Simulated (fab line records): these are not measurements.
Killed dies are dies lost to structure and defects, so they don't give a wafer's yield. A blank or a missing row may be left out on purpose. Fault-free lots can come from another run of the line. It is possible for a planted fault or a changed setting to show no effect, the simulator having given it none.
What tool caused it?    flow nand-harc    6 lots, 18 wafers sampled, at 5 steps of a route of 1159

## WHAT THE GAUGES READ, wafer by wafer
NHARC_END_SORT_01.
lot   measured      on         defect-limited-yield (%)
L210  day 22 13:31  prober-01  96.0 97.8 65.9
L214  day 23 03:16  prober-01  95.4 95.7 94.7

## EACH LOT AND THE TOOL THAT RAN IT (in order: tool; ch and the chambers of the sampled wafers; start)
lot   NHARC_P_M0_ECD_22               NHARC_THIN_TSV_PRE_CLEAN_50              NHARC_THIN_TSV_CMP_21          NHARC_THIN_TSV_ETCH_36
L199  ecd-cu-02 ch 0,1, day 6 05:39   pvd-sputter-01, day 19 05:22 or earlier  cmp-03 ch 0,1,2, day 19 05:22  rie-metal-01 ch 0,1, day 19 07:22
L201  ecd-cu-02 ch 0,1, day 6 13:40   pvd-sputter-01, day 19 08:36 or earlier  cmp-03 ch 1,2,3, day 19 08:36  rie-metal-01 ch 1, day 19 10:58
L207  ecd-cu-01 ch 0,1, day 8 07:58   pvd-sputter-01, day 21 02:14 or earlier  cmp-02 ch 1,2,3, day 21 02:14  rie-metal-03 ch 0,1, day 21 04:24
L210  ecd-cu-02 ch 0,1, day 8 23:34   pvd-sputter-03, day 21 19:42 or earlier  cmp-02 ch 2,3, day 21 19:42    rie-metal-03 ch 0,1, day 21 21:50
L214  ecd-cu-01 ch 0,1, day 10 00:50  pvd-sputter-03, day 22 16:41 or earlier  cmp-04 ch 1,2,3, day 22 16:41  rie-metal-02 ch 0,1, day 22 18:53
L221  ecd-cu-01 ch 0,1, day 11 08:28  pvd-sputter-01, day 23 18:35 or earlier  cmp-03 ch 1,2,3, day 23 18:35  rie-metal-03 ch 0,1, day 23 20:44
- NHARC_P_M0_ECD_22: material Cu, target thk 400 nm.
- NHARC_THIN_TSV_PRE_CLEAN_50: time 30 s.
- NHARC_THIN_TSV_CMP_21: polishes, t overpolish 30 s, target thk 2000 nm.
- NHARC_THIN_TSV_ETCH_36: etches the open film in Cl2/BCl3, target depth 65 nm, time 18.571 s.

## THE ANSWER, worked out from the rows above alone
Rule: what is usual is taken from the lots themselves. The widest of any qualifying gaps counts: lots, ordered by their means at a reading, are off when they make up no more than a third of the lots, leave a main group of 4 or more, and stand apart from it by 3 or more times the standard deviation of that group's means. If all means in a main group match to the digits the tables above print for the reading, that group is not used. A lot without any number at a reading at which 4 lots or more have one is off too. Where the step has rows for the other lots, those lots are counted as sound.
Nothing can be told from this: no lot is off at any reading shown.

## WHAT WAS PUT IN BY THE SIMULATOR
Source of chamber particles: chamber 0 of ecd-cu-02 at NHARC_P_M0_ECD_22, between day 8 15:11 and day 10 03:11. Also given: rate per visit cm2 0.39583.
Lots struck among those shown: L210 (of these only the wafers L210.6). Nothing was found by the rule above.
